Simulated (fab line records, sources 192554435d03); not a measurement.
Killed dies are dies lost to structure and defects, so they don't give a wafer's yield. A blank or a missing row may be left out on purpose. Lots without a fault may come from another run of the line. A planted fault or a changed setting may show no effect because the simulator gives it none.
Split-lot experiment | flow n5_finfet | 7 lots, 39 wafers read, on a route of 1938 steps

THE SPLIT
At N5_BEOL_M5_PECVD_70 (deposits SiO2 from TEOS/O2, target thk 16 nm, time 18 s), the setting time_s was moved away from the recipe's 18 s on 15 of the 39 wafers read, by -42.8% to +31.3%. The other wafers ran this setting at the recipe's value.

The reading is taken at the split's own step.

THE READING
SiO2_of_BEOL_M5_PECVD_70.thk_nm (the simulator's own value, which no gauge read), in nm, at N5_BEOL_M5_PECVD_70 (deposits SiO2 from TEOS/O2, target thk 16 nm, time 18 s). The file gives no usual value for it. The 24 wafers here that ran the recipe average 16.0 nm, standard deviation 0.23 nm.

wafer  | tool, chamber at the split | time_s as run, s | against the recipe | SiO2_of_BEOL_M5_PECVD_70.thk_nm, nm | against lot-mates on the recipe
L082.1 | pecvd-04, 0                | 11.4             | -36.7%             | 10                                  | -6.1
L082.2 | pecvd-04, 1,0              | 18               | recipe             | 16                                  | -
L082.5 | pecvd-04, 1,0              | 18               | recipe             | 16                                  | -
L082.3 | pecvd-04, 2                | 11.4             | -36.7%             | 10.2                                | -5.9
L082.4 | pecvd-04, 2                | 18               | recipe             | 16.2                                | -
L082.6 | pecvd-04, 1                | 11.4             | -36.7%             | 10.8                                | -5.3
L081.1 | pecvd-04, 1,0              | 13.42            | -25.4%             | 12                                  | -4.2
L081.4 | pecvd-04, 1,0              | 13.42            | -25.4%             | 12                                  | -4.2
L081.2 | pecvd-04, 2                | 13.42            | -25.4%             | 11.6                                | -4.6
L081.3 | pecvd-04, 0                | 18               | recipe             | 15.8                                | -
L081.5 | pecvd-04, 1                | 18               | recipe             | 16.2                                | -
L081.6 | pecvd-04, 2                | 18               | recipe             | 16.6                                | -
L093.1 | pecvd-04, 1,2              | 10.29            | -42.8%             | 9.2                                 | -6.7
L093.4 | pecvd-04, 1,2              | 10.29            | -42.8%             | 9.2                                 | -6.7
L093.2 | pecvd-04, 0                | 18               | recipe             | 15.8                                | -
L093.3 | pecvd-04, 2                | 10.29            | -42.8%             | 9                                   | -6.9
L093.5 | pecvd-04, 1,0              | 18               | recipe             | 16                                  | -
L093.6 | pecvd-04, 1,0              | 18               | recipe             | 16                                  | -
L094.1 | pecvd-04, 0,2              | 18               | recipe             | 15.6                                | -
L094.2 | pecvd-04, 0,2              | 18               | recipe             | 15.6                                | -
L094.3 | pecvd-04, 1,0,2            | 18               | recipe             | 15.8                                | -
L094.4 | pecvd-04, 1,0,2            | 18               | recipe             | 15.8                                | -
L094.6 | pecvd-04, 1,0,2            | 18               | recipe             | 15.8                                | -
L094.5 | pecvd-04, 1                | 18               | recipe             | 16.2                                | -
L095.1 | pecvd-01, 1,2              | 18               | recipe             | 16                                  | -
L095.5 | pecvd-01, 1,2              | 18               | recipe             | 16                                  | -
L095.2 | pecvd-01, 2                | 18               | recipe             | 16.2                                | -
L095.3 | pecvd-01, 0                | 14.26            | -20.8%             | 12.4                                | -3.7
L095.4 | pecvd-01, 1,0              | 14.26            | -20.8%             | 13                                  | -3.1
L095.6 | pecvd-01, 1,0              | 14.26            | -20.8%             | 13                                  | -3.1
L096.1 | pecvd-02, 0                | 18               | recipe             | 15.8                                | -
L096.3 | pecvd-02, 2                | 18               | recipe             | 16                                  | -
L096.5 | pecvd-02, 2                | 18               | recipe             | 16.2                                | -
L097.1 | pecvd-02, 2                | 23.64            | +31.3%             | 20.6                                | +4.7
L097.5 | pecvd-02, 2                | 23.64            | +31.3%             | 20.6                                | +4.7
L097.2 | pecvd-02, 0                | 18               | recipe             | 15.6                                | -
L097.3 | pecvd-02, 1                | 23.64            | +31.3%             | 20.4                                | +4.5
L097.4 | pecvd-02, 1,0              | 18               | recipe             | 16                                  | -
L097.6 | pecvd-02, 1,0              | 18               | recipe             | 16                                  | -
Where a row lists several chambers, the file gives one row for several wafers and doesn't say which wafer went through which chamber.

THE FIT
A straight line over all 39 wafers: SiO2_of_BEOL_M5_PECVD_70.thk_nm changes by +0.154 nm for each +1% of time_s; r = +1.00; the points scatter about the line by 0.25 nm.
The same after taking each lot's own level away (the mean of its wafers on the recipe; 39 wafers): +0.157 nm for each +1%; r = +1.00; scatter 0.23 nm.
On that fit, the largest move of time_s shifts the reading by 6.7 nm.
The lots' own levels span 15.80 to 16.20 nm, that is 1.8 times the standard deviation above.
So the lot-to-lot level changes the slope little: the two slopes agree.
Check: with one of the wafers moved furthest among these (-42.8%) left out of the fit, the line predicts -6.77 nm for it against its lot-mates. It came out at -6.73 nm against them.

OTHER SPLITS ON THESE WAFERS
These wafers also went through other splits before the reading. Each is held against what the fit with the lots' levels taken away leaves over:
other split on the same wafers           | wafers away from the commonest value | r with SiO2_of_BEOL_M5_PECVD_70.thk_nm (lot level and that fit taken away)
N5_BEOL_M2_ILD_DEP_00 time_s             | 12                                   | -0.07
N5_BEOL_M3_TRENCH_ETCH_37 target_depth_a | 9                                    | -0.10

THE FILE'S OWN FIT
SiO2_of_BEOL_M5_PECVD_70.thk_nm changes by +0.158 nm for each +1% of time_s, r = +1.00.
